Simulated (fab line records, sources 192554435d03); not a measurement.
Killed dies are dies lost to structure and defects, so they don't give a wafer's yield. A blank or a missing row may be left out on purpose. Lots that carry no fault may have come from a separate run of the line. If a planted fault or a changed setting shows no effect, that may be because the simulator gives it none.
Struck lot and sound lot, side by side -- flow n5Finfet -- 15 steps out of a route of 1938
Sound: the wafers L717.2, L717.3, L717.4. Wafers L709.1, L709.2, L709.3 were the ones struck. The cause is named last.
Order at every step that has rows: each side's tool, ch and its chambers, its first start. Under that, the readings that differ: sound wafers -- struck wafers -- difference of the means -- sigmas: that difference in standard deviations of wafers without a fault.
alike: words and numbers the same on both sides, and readings whose means are apart by under 2 such deviations; not compared: readings that were withheld, readings missing a value for some wafer, numbers with overlapping values and no deviation given by the record, and bounds like >300 which may hide the same value.
The two part at a step that has a row with sigmas, a row that says differs or no value, or rows on one side only. Numbers that have no deviation but don't overlap get no sigmas and don't part them. Lack of a reading on every wafer of one side parts them only where that side has two or more wafers.

first, 1 step without rows for these wafers: N5_BEOL_M8_ANNEAL_51 (time 90 s).
N5_BEOL_M8_CMP_52: polishes, stops on SiCOH lowk, t overpolish 6.9 s, target thk 80 nm.
  sound on cmp-04 ch 0,1,2, day 13 09:15; struck on cmp-01 ch 0,1,3, day 11 05:01
  alike: barrierFieldEndpointS, clearingPlatenRpm, motorCurrentA, overpolishRunS, padLifeWafers, timeToEndpointS
N5_BEOL_M8_THK_MEAS_53: measures by xrf.
  struck on filmMetro-02, day 11 05:19; sound on filmMetro-01, day 13 09:31
  alike: M8_THK
then, 1 step without rows for these wafers: N5_BEOL_M8_PRE_CLEAN_55 (time 15 s).
N5_BEOL_M8_DEP_56: deposits SiCN from 3MS/NH3, target thk 10 nm, time 17.5 s.
  sound on pecvd-04 ch 1,2, day 13 09:34; struck on pecvd-03 ch 0,1,2, day 11 05:22
  alike: showerheadPlenumPTorr, throttleValvePct
N5_BEOL_M8_RS_MEAS_57: measurement is done with a four-point probe.
  struck on filmMetro-01, day 11 05:26; sound on filmMetro-02, day 13 09:38
  alike: M8_RS
N5_BEOL_M8_INSPECT_58: inspects for defects (darkfield).
  struck on defectInspect-01, day 11 05:28; sound on defectInspect-02, day 13 09:40
  alike: rawDefectCount
then, 1 step without rows for these wafers: N5_BEOL_M9_ILD_DEP_00 (deposits SiCOH lowk from DEMS/porogen, target thk 308.51 nm, time 58 s).
N5_BEOL_M9_CURE_71: cures SiCOH lowk, time 240 s.
  sound on uvCure-03 ch 0, day 13 09:52; struck on uvCure-01 ch 2, day 11 05:35
  alike: lampPowerPct, wafer_temp_C_max
N5_BEOL_M9_THK_MEAS_01:
  struck on filmMetro-02, day 11 06:05; sound on filmMetro-01, day 13 10:17
  alike: M9_ILD_THK
N5_BEOL_M9_PECVD_70: deposits SiO2 from TEOS/O2, target thk 20 nm, time 22.7 s.
  sound on pecvd-04 ch 0,1,2, day 13 10:20; struck on pecvd-02 ch 0,1,2, day 11 06:08
  alike: heaterPowerW, showerheadPlenumPTorr, throttleValvePct
N5_BEOL_M9_HM_DEP_02: deposits TiN, target thk 20 nm.
  struck on pvdSputter-03, day 11 07:51; sound on pvdSputter-02, day 13 11:11
  alike: throttleValvePct
N5_BEOL_M9_COAT_59: time 60 s, resist thk 100 nm.
  sound on lithoTrack-05 ch 0, day 13 11:19; struck on lithoTrack-03 ch 0, day 11 07:59
reading,sound,struck,difference,sigmas
heaterPowerTotalW (W),501.2 501.9 503.2,422.2 423.0 419.2,-80.6,-47
plateTempC (C),250.04 250.10 250.21,217.59 217.57 217.24,-32.65,-99 or more
spinSpeedRpm (rpm),1501.2 1500.7 1500.8,1498.8 1500.4 1497.5,-2.0,-2
model.SOC_of_BEOL_M9_COAT_59.thkNm (nm),99.8 100.4 100,102.6 103 102.4,+2.6,
then, 1 step without rows for these wafers: N5_BEOL_M9_COAT_60 (time 60 s, resist thk 30 nm).
-- record jumps: 3 days separate the struck wafers' starts on either side; left off in module BEOL_M9, taken up again in module PASSIVATION, whose first shown step is the route's number 1936 --
N5_PASSIVATION_PROBE_49:
  only the struck wafers here have rows in the record (prober-01, day 14 05:13); the sound ones have none

## WHERE THEY PART
Earliest at N5_BEOL_M9_COAT_59; latest, in this record, at N5_PASSIVATION_PROBE_49.

WHY: whatever the simulator had introduced
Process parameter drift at N5_BEOL_M9_COAT_59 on lithoTrack-03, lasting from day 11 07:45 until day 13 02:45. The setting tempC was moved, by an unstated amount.
